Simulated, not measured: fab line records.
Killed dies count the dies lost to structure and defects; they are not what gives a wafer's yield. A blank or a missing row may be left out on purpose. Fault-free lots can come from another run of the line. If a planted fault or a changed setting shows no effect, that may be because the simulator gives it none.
fab line records	flow n5Finfet
record lots=24	wafers=72	lastDay=19
route steps=1938 shown PMOS_HMC_CHANNEL_EPI@70 FIN_SAQP@111 STI_FIN_REVEAL@204
lots with no fault: from the same line, run without faults
startH: the number of hours between the record's first day and the start of the first shown wafer of the lot	waitH: hours elapsed since this lot's preceding step	" as in the row above	L1.1+2: several wafers, shown together as one row	- either no value or no given start	* or withheld: withheld	< > ~ a bound
route shown NAME@n: NAME is a module with steps in the file, n the number in the route of the first one	usual: mean/standard deviation taken from wafers without a fault	same: alike in all rows	chamber/n: place in a boat	sites: per-site readings	_std_site: the standard deviation of these	_edge_site: the outer-site mean with the inner-site mean subtracted	radiusMm: how far each site lies from the wafer's centre	mask NAME#n: copy n	behind: tool/chamber where the wafer was last shaped	hold: what put the lot on hold/how long, in hours/how the hold closed	device: which transistor (n, p or np) failed to switch	end of line: tests run on the same wafers once the route is complete	a step given without rows: its recipe and nothing more	killed: count of dies lost to structure and defects at first sort (not the wafer's yield)	map: shows each die of a wafer: x if killed, . if not, _ if none is there
set.NAME: the setting as run; set.NAME@STEP: as run at that earlier step	model.NAME: the simulator's own value behind a step, which no gauge read
a sample of lots followed through the steps of the route, with each step as a table and each wafer as a row
services: from which hour (startH, from the record's first day; less than 0 if before it) a tool's chamber was out of use, for how many hours, and why
## steps
# step N5_PMOS_HMC_CHANNEL_EPI_HM_OPEN_15
# recipe chemistry=CHF3/O2	target=SiO2	maskMaterial=CAR-ArF-block	targetDepthA=406	CHF3_flow_sccm=50	O2_flow_sccm=5	Ar_flow_sccm=200	timeS=20.3	pressureMtorr=30	sourceW=650	biasW=170	ionEnergyEv=200
# usual drypumpMotorCurrentA=5.6/0.35	oesProductAu=0.74/0.056	rfVppV=525/13	showerheadPlenumPTorr=2.39/0.07	throttleValvePct=18.91/0.18
lot.wafer	tool	chamber	startH	waitH	drypumpMotorCurrentA	oesProductAu	rfHoursCounterH	rfVppV	showerheadPlenumPTorr	throttleValvePct
L074.1	rieDiel-02	3	17.29	0.0	5.7	0.74	164	507	2.39	18.99
L074.4	"	1	"	"	6.0	0.76	130	525	2.32	18.53
L074.6	"	3	"	"	5.7	0.75	-	509	2.39	18.99
L075.1	rieDiel-04	3	23.32	0.0	5.6	0.71	194	514	2.37	18.94
L075.2	"	2	"	"	5.2	0.77	120	534	2.53	18.94
L075.6	"	2	"	"	5.2	0.75	-	535	2.53	18.95
L076.3	rieDiel-06	0	29.14	0.0	4.9	0.69	239	534	2.37	18.90
L076.4	"	3	"	"	5.4	0.77	119	529	2.33	19.16
L076.6	"	2	"	"	5.2	0.76	-	535	2.51	18.87
L077.4	rieDiel-04	3	35.96	0.0	5.6	0.71	197	515	2.37	18.93
L077.5	"	1	"	"	6.3	0.72	-	512	2.32	19.07
L077.6	"	2	"	"	5.3	0.76	-	535	2.53	18.94
L078.2	rieDiel-04	2	41.59	0.0	5.3	0.77	124	535	2.53	18.95
L078.3	"	3	"	"	5.6	0.71	198	514	2.37	18.96
L078.6	"	1	"	"	6.3	0.72	-	511	2.31	19.05
L079.1	rieDiel-06	2	47.80	0.0	5.2	0.75	169	535	2.50	18.89
L079.4	"	0	"	"	4.9	0.69	244	535	2.37	18.91
L079.6	"	2	"	"	5.2	0.75	-	534	2.50	18.88
L080.2	rieDiel-06	1	53.38	0.0	5.7	0.78	157	526	2.33	18.84
L080.4	"	2	"	"	5.2	0.75	171	535	2.50	18.90
L080.5	"	2	"	"	5.2	0.75	-	534	2.50	18.89
L081.1	rieDiel-02	2	59.18	0.0	5.5	0.73	190	544	2.40	18.80
L081.2	"	1	"	"	6.0	0.74	141	527	2.31	18.56
L081.6	"	2	"	"	5.5	0.74	-	545	2.40	18.79
L082.1	rieDiel-02	2	65.93	0.0	5.5	0.73	193	544	2.40	18.79
L082.3	"	3	"	"	5.7	0.75	179	507	2.38	19.03
L082.4	"	1	"	"	6.0	0.75	144	524	2.31	18.57
L083.2	rieDiel-02	0	71.40	0.0	5.4	0.72	215	531	2.48	19.04
L083.3	"	2	"	"	5.5	0.73	195	545	2.40	18.79
L083.6	"	2	"	"	5.5	0.74	-	546	2.40	18.81
L084.1	rieDiel-04	3	77.30	0.0	5.6	0.70	209	513	2.37	18.94
L084.3	"	2	"	"	5.2	0.75	135	536	2.52	18.95
L084.4	"	1	"	"	6.3	0.72	201	509	2.31	19.08
L085.1	rieDiel-02	3	83.20	0.0	5.7	0.74	184	508	2.38	19.03
L085.4	"	2	"	"	5.5	0.73	198	545	2.40	18.82
L085.6	"	0	"	"	5.4	0.71	-	531	2.47	19.06
L086.2	rieDiel-02	3	90.18	0.0	5.7	0.74	187	507	2.38	19.05
L086.4	"	0	"	"	5.5	0.70	221	531	2.47	19.06
L086.5	"	2	"	"	5.5	0.74	-	545	2.39	18.81
L087.1	rieDiel-04	3	95.93	0.0	5.7	0.69	216	514	2.36	18.96
L087.2	"	2	"	"	5.3	0.75	142	535	2.52	18.95
L087.5	"	2	"	"	5.2	0.75	-	532	2.52	18.97
L088.2	rieDiel-02	2	101.63	0.0	5.5	0.74	204	545	2.39	18.82
L088.3	"	1	"	"	6.0	0.73	156	526	2.31	18.57
L088.6	"	2	"	"	5.5	0.73	-	544	2.39	18.82
L089.2	rieDiel-02	2	108.20	0.0	5.5	0.73	206	545	2.39	18.83
L089.3	"	3	"	"	5.7	0.73	192	507	2.37	19.05
L089.5	"	1	"	"	6.0	0.73	-	525	2.31	18.56
L090.2	rieDiel-04	1	113.79	0.0	6.3	0.71	215	511	2.31	19.11
L090.4	"	0	"	"	5.8	1.01	1	508	2.38	18.59
L090.6	"	1	"	"	6.3	0.71	-	511	2.31	19.10
L091.2	rieDiel-06	0	120.97	0.0	4.9	0.92	6	536	2.37	18.57
L091.5	"	1	"	"	5.7	0.76	-	526	2.32	18.88
L091.6	"	2	"	"	5.2	0.73	-	534	2.49	18.93
L092.1	rieDiel-02	2	126.64	0.0	5.5	0.73	212	545	2.39	18.81
L092.2	"	1	"	"	6.0	0.72	164	525	2.30	18.59
L092.4	"	3	"	"	5.7	0.72	199	508	2.37	19.07
L093.2	rieDiel-06	3	132.89	0.0	5.4	0.75	157	529	2.31	19.21
L093.4	"	0	"	"	4.9	0.91	11	534	2.37	18.57
L093.6	"	0	"	"	4.9	0.91	-	535	2.36	18.59
L094.1	rieDiel-02	3	140.12	0.0	5.7	0.71	205	507	2.37	19.08
L094.3	"	1	"	"	6.0	0.72	170	525	2.30	18.59
L094.4	"	2	"	"	5.5	0.72	218	544	2.39	18.85
L095.2	rieDiel-02	2	145.75	0.0	5.5	0.73	221	544	2.39	18.85
L095.5	"	3	"	"	5.7	0.72	-	505	2.37	19.07
L095.6	"	2	"	"	5.5	0.72	-	545	2.39	18.83
L096.2	rieDiel-02	3	150.60	0.0	5.7	0.72	210	507	2.37	19.07
L096.5	"	2	"	"	5.5	0.71	-	544	2.39	18.85
L096.6	"	3	"	"	5.7	0.72	-	507	2.37	19.07
L097.1	rieDiel-04	2	156.26	0.0	5.2	0.74	154	534	2.52	18.99
L097.5	"	2	"	"	5.3	0.74	-	535	2.52	19.00
L097.6	"	1	"	"	6.3	0.70	-	511	2.30	19.12
# step N5_FIN_SAQP_CD_MEAS_16
# recipe targetCdNm=35.6	landingEnergyEv=500	detector=seInlens
# usual cdNm=35.6/0.35
# same landingEnergyEv=500
lot.wafer	tool	chamber	startH	waitH	cdNm
L074.1	cdSem-02	0	21.27	-	35.8
L074.4	"	0	"	"	35.3
L074.6	"	0	"	"	36.2
L075.1	cdSem-02	0	27.17	-	35.9
L075.2	"	0	"	"	36.3
L075.6	"	0	"	"	36.3
L076.3	cdSem-01	0	33.84	-	35.9
L076.4	"	0	"	"	35.0
L076.6	"	0	"	"	35.2
L077.4	cdSem-02	0	40.08	-	35.9
L077.5	"	0	"	"	35.6
L077.6	"	0	"	"	35.9
L078.2	cdSem-02	0	45.82	-	34.7
L078.3	"	0	"	"	35.2
L078.6	"	0	"	"	35.4
L079.1	cdSem-03	0	51.86	-	35.7
L079.4	"	0	"	"	35.7
L079.6	"	0	"	"	35.4
L080.2	cdSem-03	0	57.24	-	35.6
L080.4	"	0	"	"	35.6
L080.5	"	0	"	"	35.3
L081.1	cdSem-01	0	63.18	-	35.5
L081.2	"	0	"	"	35.1
L081.6	"	0	"	"	35.9
L082.1	cdSem-02	0	70.70	-	35.8
L082.3	"	0	"	"	35.9
L082.4	"	0	"	"	35.3
L083.2	cdSem-02	0	75.66	-	35.8
L083.3	"	0	"	"	35.5
L083.6	"	0	"	"	35.7
L084.1	cdSem-01	0	81.49	-	35.9
L084.3	"	0	"	"	35.9
L084.4	"	0	"	"	35.5
L085.1	cdSem-02	0	87.25	-	35.0
L085.4	"	0	"	"	34.9
L085.6	"	0	"	"	35.0
L086.2	cdSem-01	0	96.50	-	35.1
L086.4	"	0	"	"	35.8
L086.5	"	0	"	"	35.6
L087.1	cdSem-02	0	100.49	-	35.7
L087.2	"	0	"	"	35.9
L087.5	"	0	"	"	35.2
L088.2	cdSem-02	0	105.54	-	35.7
L088.3	"	0	"	"	35.3
L088.6	"	0	"	"	35.3
L089.2	cdSem-03	0	113.77	-	36.1
L089.3	"	0	"	"	36.0
L089.5	"	0	"	"	35.8
L090.2	cdSem-01	0	118.34	-	35.5
L090.4	"	0	"	"	35.6
L090.6	"	0	"	"	35.6
L091.2	cdSem-02	0	124.96	-	35.2
L091.5	"	0	"	"	35.3
L091.6	"	0	"	"	35.4
L092.1	cdSem-01	0	130.63	-	35.5
L092.2	"	0	"	"	36.2
L092.4	"	0	"	"	36.4
L093.2	cdSem-03	0	137.49	-	35.5
L093.4	"	0	"	"	35.0
L093.6	"	0	"	"	35.1
L094.1	cdSem-03	0	144.71	-	35.4
L094.3	"	0	"	"	35.2
L094.4	"	0	"	"	34.8
L095.2	cdSem-01	0	150.35	-	35.9
L095.5	"	0	"	"	35.5
L095.6	"	0	"	"	35.6
L096.2	cdSem-01	0	156.55	-	35.6
L096.5	"	0	"	"	35.6
L096.6	"	0	"	"	35.5
L097.1	cdSem-02	0	160.56	-	35.4
L097.5	"	0	"	"	35.2
L097.6	"	0	"	"	35.7
# step N5_FIN_SAQP_OVL_MEAS_17
# recipe pointsPerWafer=44
# usual FIN_CORE_OVL=0.2/0.9
# same pointsPerWafer=44
lot.wafer	tool	chamber	startH	waitH	FIN_CORE_OVL[nm]
L074.1	overlay-01	0	21.31	0.0	0.6
L074.4	"	0	"	"	0.2
L074.6	"	0	"	"	-0.8
L075.1	overlay-01	0	27.21	0.0	0.2
L075.2	"	0	"	"	0.3
L075.6	"	0	"	"	-0.1
L076.3	overlay-02	0	33.87	0.0	0.3
L076.4	"	0	"	"	1.7
L076.6	"	0	"	"	0.3
L077.4	overlay-01	0	40.11	0.0	1.1
L077.5	"	0	"	"	0.8
L077.6	"	0	"	"	0.3
L078.2	overlay-02	0	45.85	0.0	0.0
L078.3	"	0	"	"	-0.2
L078.6	"	0	"	"	-0.1
L079.1	overlay-01	0	51.90	0.0	-0.5
L079.4	"	0	"	"	0.2
L079.6	"	0	"	"	-0.5
L080.2	overlay-02	0	57.28	0.0	0.5
L080.4	"	0	"	"	1.6
L080.5	"	0	"	"	1.0
L081.1	overlay-01	0	63.22	0.0	0.4
L081.2	"	0	"	"	-0.3
L081.6	"	0	"	"	1.3
L082.1	overlay-02	0	70.74	0.0	-0.9
L082.3	"	0	"	"	-0.1
L082.4	"	0	"	"	-0.4
L083.2	overlay-02	0	75.70	0.0	1.6
L083.3	"	0	"	"	2.3
L083.6	"	0	"	"	2.7
L084.1	overlay-02	0	81.53	0.0	0.9
L084.3	"	0	"	"	-0.4
L084.4	"	0	"	"	1.1
L085.1	overlay-01	0	87.29	0.0	-0.9
L085.4	"	0	"	"	1.4
L085.6	"	0	"	"	0.0
L086.2	overlay-02	0	96.54	0.0	-1.5
L086.4	"	0	"	"	0.5
L086.5	"	0	"	"	0.6
L087.1	overlay-02	0	100.53	0.0	1.5
L087.2	"	0	"	"	1.0
L087.5	"	0	"	"	1.5
L088.2	overlay-01	0	105.57	0.0	1.3
L088.3	"	0	"	"	0.3
L088.6	"	0	"	"	0.5
L089.2	overlay-01	0	113.80	0.0	-1.7
L089.3	"	0	"	"	-1.2
L089.5	"	0	"	"	-1.0
L090.2	overlay-02	0	118.38	0.0	0.5
L090.4	"	0	"	"	1.2
L090.6	"	0	"	"	1.5
L091.2	overlay-01	0	125.00	0.0	-0.5
L091.5	"	0	"	"	-1.6
L091.6	"	0	"	"	-1.2
L092.1	overlay-02	0	130.67	0.0	-0.3
L092.2	"	0	"	"	-1.2
L092.4	"	0	"	"	-1.1
L093.2	overlay-02	0	137.53	0.0	0.9
L093.4	"	0	"	"	-0.3
L093.6	"	0	"	"	-0.1
L094.1	overlay-01	0	144.75	0.0	0.1
L094.3	"	0	"	"	-0.1
L094.4	"	0	"	"	-0.6
L095.2	overlay-02	0	150.38	0.0	0.3
L095.5	"	0	"	"	1.3
L095.6	"	0	"	"	1.6
L096.2	overlay-01	0	156.58	0.0	1.8
L096.5	"	0	"	"	0.4
L096.6	"	0	"	"	1.7
L097.1	overlay-01	0	160.60	0.0	-1.3
L097.5	"	0	"	"	-0.1
L097.6	"	0	"	"	-0.9
# step N5_FIN_SAQP_MANDREL2_REMOVE_60
# recipe chemistry=HBr/Cl2/O2	btTimeS=10	target=a-Si	stopOn=SiNx	endpoint=OES-SiCl	overEtchFrac=1	icpW=600	biasW=22	HBr_flow_sccm=150	Cl2_flow_sccm=80	O2_flow_sccm=5	pressureMtorr=10
# usual drypumpMotorCurrentA=5.7/0.57	heBacksideLeakSccm=2.7/0.35	oesProductAu=0.998/0.014	throttleValvePct=36.7/0.31
lot.wafer	tool	chamber	startH	waitH	drypumpMotorCurrentA	heBacksideLeakSccm	oesProductAu	rfHoursCounterH	throttleValvePct
L074.1	rieSi-03	2	25.68	0.1	5.7	3.2	1.013	196	36.4
L074.4	"	3	"	"	5.8	2.3	0.995	54	36.7
L074.6	"	0	"	"	5.0	2.4	0.997	-	37.1
L075.1	rieSi-03	3	30.98	0.1	5.8	2.4	0.997	54	36.7
L075.2	"	1	"	"	6.4	2.2	0.988	79	36.6
L075.6	"	2	"	"	5.7	3.3	1.008	-	36.3
L076.3	rieSi-03	3	37.98	0.1	5.8	2.3	0.997	55	36.7
L076.4	"	0	"	"	5.0	2.5	0.990	66	37.1
L076.6	"	1	"	"	6.4	2.4	0.997	-	36.6
L077.4	rieSi-03	0	44.49	0.0	5.0	2.4	0.998	66	37.1
L077.5	"	0	"	"	5.0	2.4	1.003	-	37.1
L077.6	"	3	"	"	5.8	2.5	0.994	-	36.7
L078.2	rieSi-05	3	50.17	0.1	5.7	2.5	1.002	4	37.1
L078.3	"	0	"	"	6.4	2.6	0.998	4	36.5
L078.6	"	2	"	"	5.8	3.2	1.019	-	37.0
L079.1	rieSi-01	2	55.55	0.1	5.7	3.4	0.957	6	36.5
L079.4	"	1	"	"	4.6	2.8	0.986	8	36.3
L079.6	"	0	"	"	6.0	3.1	0.986	-	36.0
L080.2	rieSi-01	1	60.78	0.1	4.7	2.8	0.986	8	36.3
L080.4	"	0	"	"	6.1	3.1	1.003	198	36.0
L080.5	"	3	"	"	6.3	3.0	1.006	-	36.7
L081.1	rieSi-01	0	67.04	0.1	6.0	3.1	1.004	198	36.0
L081.2	"	1	"	"	4.6	2.6	0.992	8	36.3
L081.6	"	2	"	"	5.7	3.9	0.978	-	36.5
L082.1	rieSi-01	1	74.88	0.1	4.6	2.8	0.992	8	36.3
L082.3	"	0	"	"	6.0	3.0	1.017	198	36.0
L082.4	"	2	"	"	5.7	3.4	0.984	7	36.5
L083.2	rieSi-05	0	79.29	0.1	6.4	2.6	1.002	4	36.6
L083.3	"	3	"	"	5.7	2.6	1.009	4	37.1
L083.6	"	2	"	"	5.8	3.4	1.020	-	37.0
L084.1	rieSi-05	3	85.58	0.1	5.7	2.5	1.004	5	37.1
L084.3	"	2	"	"	5.8	3.4	1.017	125	37.0
L084.4	"	0	"	"	6.4	2.7	1.009	4	36.5
L085.1	rieSi-03	1	91.57	0.1	6.4	2.4	0.981	80	36.6
L085.4	"	0	"	"	5.0	2.5	0.993	67	37.1
L085.6	"	3	"	"	5.8	2.5	1.002	-	36.7
L086.2	rieSi-03	0	101.97	0.1	5.0	2.4	0.989	67	37.1
L086.4	"	2	"	"	5.7	3.0	1.013	197	36.4
L086.5	"	1	"	"	6.4	2.4	0.996	-	36.6
L087.1	rieSi-05	0	104.93	0.1	6.4	2.7	0.995	5	36.5
L087.2	"	3	"	"	5.7	2.5	1.004	5	37.1
L087.5	"	1	"	"	4.9	2.6	1.004	-	36.7
L088.2	rieSi-01	1	110.19	0.1	4.7	2.8	0.978	9	36.3
L088.3	"	0	"	"	6.0	2.9	1.005	199	36.0
L088.6	"	1	"	"	4.7	2.8	0.984	-	36.2
L089.2	rieSi-03	0	118.55	0.1	5.0	2.5	0.995	67	37.1
L089.3	"	3	"	"	5.8	2.4	1.008	56	36.7
L089.5	"	0	"	"	5.0	2.5	0.983	-	37.1
L090.2	rieSi-01	2	122.61	0.1	5.7	3.3	0.986	8	36.5
L090.4	"	1	"	"	4.7	2.9	0.984	-	36.3
L090.6	"	3	"	"	6.2	3.0	1.007	-	36.7
L091.2	rieSi-03	1	129.02	0.1	6.4	2.3	0.987	81	36.7
L091.5	"	1	"	"	6.4	2.4	0.991	-	36.7
L091.6	"	3	"	"	5.8	2.4	0.998	-	36.7
L092.1	rieSi-03	3	134.35	0.1	5.8	2.5	1.011	56	36.7
L092.2	"	0	"	"	5.0	2.4	0.992	68	37.1
L092.4	"	1	"	"	6.4	2.2	0.985	-	36.7
L093.2	rieSi-03	1	141.47	0.1	6.4	2.3	0.989	81	36.7
L093.4	"	0	"	"	5.0	2.5	0.984	-	37.1
L093.6	"	1	"	"	6.4	2.2	0.987	-	36.7
L094.1	rieSi-05	3	148.36	0.1	5.7	2.5	1.016	6	37.1
L094.3	"	2	"	"	5.8	3.2	1.033	126	37.0
L094.4	"	0	"	"	6.4	2.7	1.007	5	36.5
L095.2	rieSi-01	2	154.14	0.1	5.7	3.3	0.973	8	36.5
L095.5	"	2	"	"	5.7	3.4	0.969	-	36.5
L095.6	"	1	"	"	4.7	2.8	0.977	-	36.3
L096.2	rieSi-01	2	160.51	0.1	5.7	3.2	0.983	8	36.5
L096.5	"	2	"	"	5.7	3.3	0.978	-	36.5
L096.6	"	3	"	"	6.3	2.8	1.007	-	36.7
L097.1	rieSi-03	2	164.17	0.1	5.7	2.8	1.017	0	36.4
L097.5	"	2	"	"	5.7	2.8	1.018	-	36.4
L097.6	"	0	"	"	5.0	2.4	0.994	-	37.1
# step N5_FIN_SAQP_ETCH_34
# recipe chemistry=C4F6/O2	target=SiO2	targetDepthA=450	timeS=15	ionEnergyEv=250	pressureMtorr=30	sourceW=345	biasW=185	Ar_flow_sccm=300	C4F6_flow_sccm=10	O2_flow_sccm=10	ends=cleared
# usual drypumpMotorCurrentA=6.0/0.49	etchRfOnTimeS=14.99/0.25	oesProductAu=0.70/0.07	rfVppV=659/13	showerheadPlenumPTorr=2.85/0.097	throttleValvePct=21.08/0.25
lot.wafer	tool	chamber	startH	waitH	drypumpMotorCurrentA	etchRfOnTimeS	oesProductAu	rfHoursCounterH	rfVppV	showerheadPlenumPTorr	throttleValvePct
L074.1	rieDiel-03	1	25.91	0.0	6.4	15.51	0.58	243	650	2.92	21.08
L074.4	"	3	"	"	5.6	14.98	0.62	-	682	2.95	21.55
L074.6	"	0	"	"	6.0	15.19	0.79	-	664	2.80	21.04
L075.1	rieDiel-01	0	31.24	0.1	6.2	15.37	0.70	90	646	2.76	21.07
L075.2	"	2	"	"	5.4	15.03	0.64	151	681	2.96	21.10
L075.6	"	0	"	"	6.2	15.17	0.70	-	645	2.76	21.08
L076.3	rieDiel-05	3	38.21	0.0	5.5	14.82	0.59	234	661	2.83	21.07
L076.4	"	1	"	"	6.2	15.14	0.59	-	662	2.81	21.19
L076.6	"	3	"	"	5.6	14.84	0.59	-	661	2.83	21.08
L077.4	rieDiel-01	3	44.72	0.0	5.1	14.94	0.68	115	661	2.63	20.71
L077.5	"	0	"	"	6.2	15.44	0.68	-	646	2.75	21.08
L077.6	"	1	"	"	6.4	14.61	0.81	-	649	2.80	20.63
L078.2	rieDiel-05	0	50.40	0.0	5.4	14.92	0.83	1	650	2.94	21.03
L078.3	"	1	"	"	6.2	15.37	0.59	234	662	2.81	21.19
L078.6	"	1	"	"	6.2	15.16	0.59	-	663	2.81	21.19
L079.1	rieDiel-03	0	55.78	0.0	6.0	15.00	0.77	25	664	2.79	21.06
L079.4	"	0	"	"	6.0	14.94	0.76	-	663	2.79	21.06
L079.6	"	3	"	"	5.6	14.83	0.61	-	685	2.95	21.58
L080.2	rieDiel-03	2	61.09	0.0	6.7	14.95	0.77	14	644	2.93	21.23
L080.4	"	3	"	"	5.6	15.10	0.60	-	683	2.95	21.57
L080.5	"	0	"	"	6.0	15.11	0.77	-	664	2.79	21.08
L081.1	rieDiel-01	1	67.27	0.0	6.5	14.65	0.78	10	650	2.80	20.65
L081.2	"	2	"	"	5.4	14.99	0.63	164	681	2.96	21.15
L081.6	"	1	"	"	6.4	14.55	0.78	-	649	2.80	20.63
L082.1	rieDiel-01	2	75.21	0.0	5.4	15.02	0.63	167	683	2.96	21.11
L082.3	"	1	"	"	6.4	14.67	0.78	12	650	2.80	20.64
L082.4	"	0	"	"	6.2	15.34	0.69	106	645	2.75	21.12
L083.2	rieDiel-05	2	79.51	0.0	5.7	14.57	0.67	152	666	2.95	21.07
L083.3	"	1	"	"	6.2	15.21	0.58	244	662	2.81	21.21
L083.6	"	0	"	"	5.3	15.05	0.79	-	651	2.94	21.04
L084.1	rieDiel-01	1	85.81	0.0	6.4	14.66	0.77	15	651	2.80	20.64
L084.3	"	0	"	"	6.2	15.26	0.69	110	644	2.75	21.12
L084.4	"	2	"	"	5.4	15.00	0.63	170	681	2.95	21.13
L085.1	rieDiel-01	3	91.82	0.0	5.1	14.85	0.67	133	661	2.62	20.77
L085.4	"	2	"	"	5.4	14.89	0.64	173	684	2.95	21.15
L085.6	"	0	"	"	6.2	15.28	0.68	-	645	2.75	21.12
L086.2	rieDiel-03	0	102.32	0.0	6.0	14.95	0.75	41	665	2.78	21.11
L086.4	"	1	"	"	6.5	15.09	0.79	13	651	2.91	20.79
L086.5	"	1	"	"	6.5	15.06	0.78	-	651	2.91	20.78
L087.1	rieDiel-03	0	105.16	0.0	6.0	15.05	0.74	43	666	2.78	21.09
L087.2	"	1	"	"	6.5	15.27	0.78	15	650	2.91	20.79
L087.5	"	0	"	"	6.0	15.15	0.74	-	664	2.79	21.09
L088.2	rieDiel-03	2	110.44	0.0	6.7	14.69	0.75	33	646	2.92	21.28
L088.3	"	1	"	"	6.5	15.26	0.77	17	650	2.90	20.79
L088.6	"	1	"	"	6.5	15.38	0.77	-	651	2.91	20.78
L089.2	rieDiel-01	0	119.00	0.0	6.2	15.38	0.67	124	645	2.74	21.14
L089.3	"	3	"	"	5.1	14.89	0.67	142	659	2.62	20.77
L089.5	"	3	"	"	5.1	14.94	0.66	-	659	2.62	20.76
L090.2	rieDiel-05	0	122.87	0.1	5.4	15.18	0.75	33	649	2.93	21.06
L090.4	"	2	"	"	5.6	14.71	0.66	-	666	2.95	21.10
L090.6	"	2	"	"	5.6	14.78	0.66	-	666	2.94	21.07
L091.2	rieDiel-01	3	129.25	0.0	5.1	15.00	0.66	146	661	2.61	20.77
L091.5	"	0	"	"	6.2	15.38	0.67	-	644	2.74	21.13
L091.6	"	1	"	"	6.5	14.48	0.74	-	648	2.79	20.67
L092.1	rieDiel-03	0	134.64	0.0	6.0	15.28	0.72	56	664	2.78	21.11
L092.2	"	1	"	"	6.5	15.34	0.75	28	650	2.90	20.81
L092.4	"	2	"	"	6.7	14.81	0.73	44	644	2.91	21.29
L093.2	rieDiel-03	3	141.73	0.0	5.6	15.15	0.59	222	682	2.94	21.62
L093.4	"	2	"	"	6.7	14.77	0.73	46	644	2.91	21.29
L093.6	"	3	"	"	5.6	15.04	0.59	-	681	2.93	21.61
L094.1	rieDiel-05	0	148.62	0.0	5.4	15.15	0.73	45	652	2.92	21.10
L094.3	"	2	"	"	5.6	14.68	0.65	180	666	2.94	21.11
L094.4	"	0	"	"	5.4	15.14	0.73	-	651	2.92	21.11
L095.2	rieDiel-03	1	154.53	0.0	6.5	15.33	0.74	35	651	2.90	20.81
L095.5	"	2	"	"	6.7	14.75	0.73	-	644	2.91	21.31
L095.6	"	1	"	"	6.5	15.33	0.74	-	649	2.90	20.81
L096.2	rieDiel-03	2	160.85	0.0	6.7	14.61	0.73	52	644	2.91	21.30
L096.5	"	3	"	"	5.6	14.90	0.59	-	684	2.93	21.62
L096.6	"	2	"	"	6.7	14.74	0.72	-	645	2.91	21.28
L097.1	rieDiel-05	0	164.40	0.0	5.4	15.14	0.72	52	650	2.92	21.10
L097.5	"	2	"	"	5.6	14.66	0.65	-	666	2.94	21.12
L097.6	"	1	"	"	6.2	14.98	0.80	-	662	2.80	20.90
# step N5_STI_FIN_REVEAL_OXIDATION_33
# recipe chemistry=O2_PLASMA_REMOTE	tempC=150	timeS=20	pressureMtorr=1000	sourcePowerW=2000	o2FlowSccm=3000
# usual drypumpMotorCurrentA=5.78/0.28	heaterPowerW=138/14
lot.wafer	tool	chamber	startH	waitH	drypumpMotorCurrentA	heaterPowerW	rfHoursCounterH
L074.1	plasmaAsher-01	1	36.52	0.0	6.28	157	78
L074.4	"	0	"	"	6.07	145	-
L074.6	"	1	"	"	6.29	158	-
L075.1	plasmaAsher-02	0	41.77	0.0	5.72	117	30
L075.2	"	1	"	"	5.51	144	30
L075.6	"	0	"	"	5.72	121	-
L076.3	plasmaAsher-02	1	49.19	0.0	5.50	146	-
L076.4	"	0	"	"	5.73	122	-
L076.6	"	0	"	"	5.73	121	-
L077.4	plasmaAsher-02	1	55.52	0.0	5.53	147	-
L077.5	"	0	"	"	5.73	116	-
L077.6	"	1	"	"	5.50	143	-
L078.2	plasmaAsher-02	0	60.97	0.0	5.74	120	35
L078.3	"	1	"	"	5.52	145	-
L078.6	"	0	"	"	5.73	121	-
L079.1	plasmaAsher-01	1	66.03	0.0	6.32	155	84
L079.4	"	0	"	"	6.15	142	-
L079.6	"	0	"	"	6.11	148	-
L080.2	plasmaAsher-02	1	71.75	0.0	5.55	147	36
L080.4	"	0	"	"	5.74	120	-
L080.5	"	0	"	"	5.75	118	-
L081.1	plasmaAsher-02	1	77.76	0.0	5.50	150	36
L081.2	"	0	"	"	5.74	123	36
L081.6	"	0	"	"	5.74	122	-
L082.1	plasmaAsher-02	1	85.78	0.0	5.53	146	38
L082.3	"	1	"	"	5.51	148	-
L082.4	"	0	"	"	5.73	117	-
L083.2	plasmaAsher-02	1	90.18	0.0	5.57	146	39
L083.3	"	0	"	"	5.73	119	-
L083.6	"	1	"	"	5.55	148	-
L084.1	plasmaAsher-01	1	96.19	0.0	6.33	156	90
L084.3	"	1	"	"	6.36	156	-
L084.4	"	0	"	"	6.15	144	-
L085.1	plasmaAsher-02	0	104.88	0.0	5.75	121	43
L085.4	"	0	"	"	5.72	120	-
L085.6	"	1	"	"	5.52	148	-
L086.2	plasmaAsher-02	0	113.78	0.0	5.71	117	45
L086.4	"	1	"	"	5.54	146	-
L086.5	"	0	"	"	5.73	120	-
L087.1	plasmaAsher-02	0	117.00	0.0	5.74	122	46
L087.2	"	1	"	"	5.55	145	46
L087.5	"	0	"	"	5.75	120	-
L088.2	plasmaAsher-01	1	121.65	0.0	6.36	155	94
L088.3	"	1	"	"	6.32	157	-
L088.6	"	0	"	"	6.13	143	-
L089.2	plasmaAsher-01	0	131.01	0.0	6.11	148	97
L089.3	"	0	"	"	6.11	146	-
L089.5	"	1	"	"	6.35	155	-
L090.2	plasmaAsher-02	0	134.11	0.0	5.76	122	50
L090.4	"	0	"	"	5.74	121	-
L090.6	"	0	"	"	5.75	120	-
L091.2	plasmaAsher-02	1	139.93	0.0	5.51	146	52
L091.5	"	0	"	"	5.74	117	-
L091.6	"	1	"	"	5.52	146	-
L092.1	plasmaAsher-02	1	146.89	0.0	5.55	148	53
L092.2	"	0	"	"	5.75	118	53
L092.4	"	0	"	"	5.76	120	-
L093.2	plasmaAsher-02	1	153.76	0.0	5.53	146	54
L093.4	"	1	"	"	5.56	142	-
L093.6	"	0	"	"	5.71	119	-
L094.1	plasmaAsher-02	1	159.01	0.0	5.56	147	56
L094.3	"	0	"	"	5.74	118	-
L094.4	"	1	"	"	5.55	147	-
L095.2	plasmaAsher-02	0	164.99	0.0	5.75	120	56
L095.5	"	0	"	"	5.74	120	-
L095.6	"	1	"	"	5.50	147	-
L096.2	plasmaAsher-01	0	171.24	0.0	6.14	150	104
L096.5	"	0	"	"	6.12	148	-
L096.6	"	1	"	"	6.34	158	-
L097.1	plasmaAsher-02	1	175.37	0.0	5.54	145	58
L097.5	"	1	"	"	5.52	147	-
L097.6	"	0	"	"	5.74	119	-
## services
tool	chamber	startH	hours	kind
rieDiel-01	2	0.25	4.0	repair
plasmaAsher-01	-	2.14	2.0	repair
rieDiel-03	3	3.77	3.7	repair
rieDiel-02	-	11.09	0.5	repair
rieDiel-01	3	22.47	13.9	repair
rieSi-05	-	26.41	2.8	pm
rieDiel-02	3	35.64	4.0	repair
rieDiel-05	2	60.15	2.0	repair
plasmaAsher-01	-	66.42	4.4	repair
rieDiel-02	-	70.01	0.2	repair
rieDiel-05	1	84.10	21.9	repair
rieDiel-05	3	96.30	1.8	repair
rieDiel-05	2	100.11	16.3	repair
rieDiel-06	0	104.78	5.5	repair
rieDiel-04	-	116.06	28.1	pm
rieDiel-05	3	119.45	6.4	repair
rieSi-03	3	139.42	31.8	repair
rieDiel-02	1	154.13	5.4	repair
rieDiel-03	2	157.49	2.7	repair
rieDiel-02	0	165.92	-	clean
rieDiel-02	0	165.92	-	consumableReplace:focusRing
rieDiel-02	0	165.92	16.7	scheduledDown
rieDiel-02	0	165.92	16.7	ventCycle
rieDiel-04	3	167.41	8.7	repair
## key
fault none
